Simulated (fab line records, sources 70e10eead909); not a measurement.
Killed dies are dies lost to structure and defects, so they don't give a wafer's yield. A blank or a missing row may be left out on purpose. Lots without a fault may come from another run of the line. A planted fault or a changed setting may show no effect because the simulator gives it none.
Chamber matching | flow nand_harc | NHARC_P_ZERO_WELL_ETCH_63 on rie_si-01: 4 sister chambers
The step etches the open film in HBr/Cl2, target depth 120 nm, time 40.1 s. 14 wafers are shown with their chamber, then 7 later ones without.

WAFERS WITH THEIR CHAMBER
wafer  | chamber | drypump_motor_current_A (A) | oes_product_au (a.u.) | throttle_valve_pct (%)
L075.2 | 1       | 5.1                         | 0.993                 | 26.410
L075.3 | 3       | 5.2                         | 0.991                 | 26.421
L075.5 | 1       | 5.1                         | 0.988                 | 26.412
L083.1 | 1       | 5.1                         | 0.998                 | 26.405
L083.2 | 0       | 6.3                         | 0.997                 | 26.400
L083.5 | 3       | 5.1                         | 0.993                 | 26.379
L088.1 | 2       | 5.7                         | 0.999                 | 26.410
L088.2 | 1       | 5.1                         | 1.000                 | 26.407
L088.4 | 0       | 6.2                         | 1.005                 | 26.390
L091.1 | 2       | 5.6                         | 0.990                 | 26.417
L091.2 | 1       | 5.1                         | 0.998                 | 26.401
L091.3 | 0       | 6.2                         | 0.994                 | 26.407
L092.1 | 0       | 6.3                         | 0.999                 | 26.401
L092.3 | 3       | 5.1                         | 0.986                 | 26.410

SIGNATURES (means of the wafers above)
reading                 | chamber 0 | chamber 1 | chamber 2 | chamber 3 | scatter within a chamber
drypump_motor_current_A | 6.250     | 5.100     | 5.650     | 5.133     | 0.0465
oes_product_au          | 0.99875   | 0.99540   | 0.99450   | 0.99000   | 0.00476
throttle_valve_pct      | 26.39950  | 26.40700  | 26.41350  | 26.40333  | 0.0109
Rule: a wafer's distance from a chamber is the root of the sum, over the readings, of the square of ((its reading less the chamber's mean) divided by the reading's scatter). The wafer belongs to the nearest chamber; if the next one is less than 2 further off, it can't be placed. The scatter: the root of (the sum of the squares of (reading less its chamber's mean) over the shown wafers, divided by (wafers less chambers)).

WAFERS WITHOUT THEIR CHAMBER
wafer  | drypump_motor_current_A (A) | oes_product_au (a.u.) | throttle_valve_pct (%)
L092.4 | 5.1                         | 0.995                 | 26.408
L095.2 | 6.3                         | 1.000                 | 26.409
L095.5 | 6.3                         | 1.004                 | 26.401
L095.6 | 5.1                         | 0.991                 | 26.392
L096.1 | 5.6                         | 0.995                 | 26.413
L096.5 | 5.1                         | 1.009                 | 26.401
L096.6 | 5.6                         | 1.001                 | 26.398

WHICH CHAMBER EACH WENT THROUGH
wafer  | from the rows above     | in truth
L092.4 | can't be placed: 1 or 3 | 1
L095.2 | 0                       | 0
L095.5 | 0                       | 0
L095.6 | can't be placed: 3 or 1 | 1
L096.1 | 2                       | 2
L096.5 | can't be placed: 1 or 3 | 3
L096.6 | 2                       | 2
Placed correctly: 4 of 7. Can't be placed from these rows: 3 (the true chamber is among the candidates in 3). Placed wrongly: 0.
